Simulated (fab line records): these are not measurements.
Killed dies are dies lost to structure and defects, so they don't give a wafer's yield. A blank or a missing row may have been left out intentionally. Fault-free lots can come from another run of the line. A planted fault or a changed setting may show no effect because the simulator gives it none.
Which tool was responsible?    flow n5Finfet    9 lots with 27 wafers sampled at 5 steps, on a route of 1938 steps

WHAT THE GAUGES SHOWED, per wafer
N5_BEOL_M4_RC_MEAS_101.
lot   measured      on         CJ_P
L375  day 8 07:29   prober-01  5.74 5.54 5.75
L376  day 8 11:39   prober-02  5.82 5.70 5.89
L380  day 10 01:50  prober-02  5.82 5.99 5.66
L381  day 9 21:27   prober-02  5.19 5.79 5.43
L382  day 10 04:14  prober-01  5.73 6.09 6.14
L386  day 11 06:59  prober-02  6.08 5.75 6.10
L390  day 12 12:28  prober-02  7.08 7.10 7.04
L391  day 12 09:08  prober-02  7.45 7.18 7.08
L392  day 12 22:08  prober-02  6.95 6.61 6.83

EACH LOT AND THE TOOL THAT RAN IT (in order: tool; ch and the chambers of the sampled wafers; start)
lot   N5_ZERO_LAYER_PECVD_02          N5_WELL_APT_IMPLANT_15          N5_PMOS_HMC_CHANNEL_EPI_ETCH_38  N5_PMOS_HMC_CHANNEL_EPI_FIN_RECESS_16
L375  pecvd-03 ch 0,1, day 1 18:17    implanter-02 ch 0, day 1 20:07  rieSi-01 ch 0,1,2, day 2 00:04   rieSi-01 ch 0,1,2, day 2 00:05
L376  pecvd-03 ch 0,1,2, day 2 00:17  implanter-01 ch 0, day 2 02:11  rieSi-01 ch 0,1,2, day 2 05:49   rieSi-01 ch 0,1,2, day 2 05:50
L380  pecvd-01 ch 1,2, day 3 00:18    implanter-02 ch 0, day 3 02:15  rieSi-04 ch 0,1, day 3 05:49     rieSi-04 ch 0,1, day 3 05:50
L381  pecvd-03 ch 0,1, day 3 06:17    implanter-02 ch 0, day 3 08:42  rieSi-04 ch 0,3, day 3 12:28     rieSi-04 ch 0,3, day 3 12:29
L382  pecvd-01 ch 1,2, day 3 12:17    implanter-01 ch 0, day 3 14:52  rieSi-01 ch 0,2,3, day 3 18:52   rieSi-01 ch 0,2,3, day 3 18:53
L386  pecvd-03 ch 0,1,2, day 4 12:17  implanter-02 ch 0, day 4 14:04  rieSi-05 ch 2,3, day 4 18:13     rieSi-05 ch 2,3, day 4 18:14
L390  pecvd-03 ch 1,2, day 5 12:28    implanter-02 ch 0, day 5 14:21  rieSi-05 ch 0,2, day 5 18:04     rieSi-05 ch 0,2, day 5 18:05
L391  pecvd-01 ch 1,2, day 5 18:18    implanter-02 ch 0, day 5 20:43  rieSi-05 ch 2,3, day 6 02:15     rieSi-05 ch 2,3, day 6 02:16
L392  pecvd-03 ch 0,1,2, day 6 00:17  implanter-02 ch 0, day 6 04:26  rieSi-01 ch 0,1,3, day 6 08:47   rieSi-01 ch 0,1,3, day 6 08:48
- N5_ZERO_LAYER_PECVD_02: deposits SiO2 from SiH4/N2O, target thk 10 nm, time 6 s.
- N5_WELL_APT_IMPLANT_15
- N5_PMOS_HMC_CHANNEL_EPI_ETCH_38: etches SiO2 in CF4, target depth 1.5 nm.
- N5_PMOS_HMC_CHANNEL_EPI_FIN_RECESS_16: chemistry HBr/Cl2, target Si, target depth 54 nm, time 18 s.

THE ANSWER, worked out from the rows above alone
Rule: what is usual is taken from the lots themselves. Put in order of their means at a reading, lots are off if they are a third of the lots or fewer, leave a main group of 4 or more, and stand apart from it by a gap of 3 or more times the standard deviation of the main group's means; of several such gaps the widest counts. The tables above print the reading to a certain number of digits; a main group whose means all agree to those digits is not used. A lot without any number at a reading at which 4 lots or more have one is off too. Any other lot the step has rows for is counted as sound.
Off: L390, L391, L392, seen at N5_BEOL_M4_RC_MEAS_101 (CJ_P). The main group has a mean of 5.79 with a standard deviation of 0.18.
A tool fits if, at a process step before that reading, it ran every lot that is off, and no sound lot after the first of them. Gauges at N5_BEOL_M4_RC_MEAS_101: tried the same way as those tools. This does not decide it: 2 tools fit, namely implanter-02 at N5_WELL_APT_IMPLANT_15 and prober-02 at N5_BEOL_M4_RC_MEAS_101.

WHAT HAD BEEN PUT IN BY THE SIMULATOR
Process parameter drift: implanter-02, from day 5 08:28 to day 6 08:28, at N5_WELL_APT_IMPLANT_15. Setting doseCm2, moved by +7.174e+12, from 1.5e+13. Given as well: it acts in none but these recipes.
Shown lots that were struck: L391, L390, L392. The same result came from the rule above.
